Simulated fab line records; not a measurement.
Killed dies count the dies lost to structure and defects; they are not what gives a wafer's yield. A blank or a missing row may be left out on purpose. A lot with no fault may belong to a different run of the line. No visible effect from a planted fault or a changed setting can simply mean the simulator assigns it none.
Which of the tools did it? :: flow nand-harc :: 6 lots, 18 wafers sampled, at 5 steps of a route of 1302

## WHAT EACH GAUGE READ, for each wafer
NHARC_END_SORT_01.
lot: L684
measured: day 29 12:00
on: prober-01
killed-at-array: 38 671 41

## WHICH TOOL RAN EACH LOT (tool, then ch and the chambers of the sampled wafers, then the start)
lot: L675
NHARC_A_STAIRCASE_DESCUM_186: rie-diel-08 ch 0,2,3, day 16 21:44
NHARC_A_STAIRCASE_ETCH_192: rie-diel-08 ch 0,2, day 16 23:02 or earlier
NHARC_A_STAIRCASE_ETCH_194: rie-diel-08 ch 2,3, day 16 23:02 or earlier
NHARC_A_STAIRCASE_ETCH_197: rie-diel-08 ch 1,2,3, day 16 23:02

lot: L677
NHARC_A_STAIRCASE_DESCUM_186: rie-diel-06 ch 0,2,3, day 17 10:56
NHARC_A_STAIRCASE_ETCH_192: rie-diel-06 ch 0,2, day 17 12:18 or earlier
NHARC_A_STAIRCASE_ETCH_194: rie-diel-06 ch 0,1,3, day 17 12:18 or earlier
NHARC_A_STAIRCASE_ETCH_197: rie-diel-06 ch 0,1,2, day 17 12:18

lot: L684
NHARC_A_STAIRCASE_DESCUM_186: rie-diel-06 ch 0,1,3, day 20 17:35
NHARC_A_STAIRCASE_ETCH_192: rie-diel-06 ch 0,1,3, day 20 19:26 or earlier
NHARC_A_STAIRCASE_ETCH_194: rie-diel-06 ch 1,3, day 20 19:26 or earlier
NHARC_A_STAIRCASE_ETCH_197: rie-diel-08 ch 1,2,3, day 20 19:26

lot: L691
NHARC_A_STAIRCASE_DESCUM_186: rie-diel-08 ch 0,1,3, day 23 12:04
NHARC_A_STAIRCASE_ETCH_192: rie-diel-08 ch 0,1, day 23 13:37 or earlier
NHARC_A_STAIRCASE_ETCH_194: rie-diel-08 ch 0,1,3, day 23 13:37 or earlier
NHARC_A_STAIRCASE_ETCH_197: rie-diel-10 ch 0,2, day 23 13:37

lot: L694
NHARC_A_STAIRCASE_DESCUM_186: rie-diel-06 ch 0,1, day 24 07:28
NHARC_A_STAIRCASE_ETCH_192: rie-diel-06 ch 0,1,2, day 24 08:59 or earlier
NHARC_A_STAIRCASE_ETCH_194: rie-diel-06 ch 0,1,2, day 24 08:59 or earlier
NHARC_A_STAIRCASE_ETCH_197: rie-diel-06 ch 0,1, day 24 08:59

lot: L696
NHARC_A_STAIRCASE_DESCUM_186: rie-diel-06 ch 1,2,3, day 25 01:23
NHARC_A_STAIRCASE_ETCH_192: rie-diel-06 ch 2,3, day 25 02:41 or earlier
NHARC_A_STAIRCASE_ETCH_194: rie-diel-06 ch 0,2,3, day 25 02:41 or earlier
NHARC_A_STAIRCASE_ETCH_197: rie-diel-10 ch 0,1, day 25 02:41
- NHARC_A_STAIRCASE_DESCUM_186: chemistry O2, time 3 s.
- NHARC_A_STAIRCASE_ETCH_192: etches the open film in C4F8/O2, target depth 100 nm, time 40.5 s.
- NHARC_A_STAIRCASE_ETCH_194: etches the open film in C4F8/O2, target depth 100 nm, time 40.5 s.
- NHARC_A_STAIRCASE_ETCH_197: etches the open film in C4F8/O2, target depth 100 nm, time 40.5 s.

## THE ANSWER, worked out from the rows above alone
Rule: usual is defined by the lots themselves. Put in order of their means at a reading, lots are off if they are a third of the lots or fewer, leave a main group of 4 or more, and stand apart from it by a gap of 3 or more times the standard deviation of the main group's means; of several such gaps the widest counts. A main group whose means are all the same, to the digits that the tables above print for the reading, isn't used. Also off: a lot with no number at a reading for which 4 or more lots have one. Any other lot the step has rows for is counted as sound.
No lot is off on any of the readings shown, so nothing can be concluded from this.

## WHAT THE SIMULATOR HAD INSERTED
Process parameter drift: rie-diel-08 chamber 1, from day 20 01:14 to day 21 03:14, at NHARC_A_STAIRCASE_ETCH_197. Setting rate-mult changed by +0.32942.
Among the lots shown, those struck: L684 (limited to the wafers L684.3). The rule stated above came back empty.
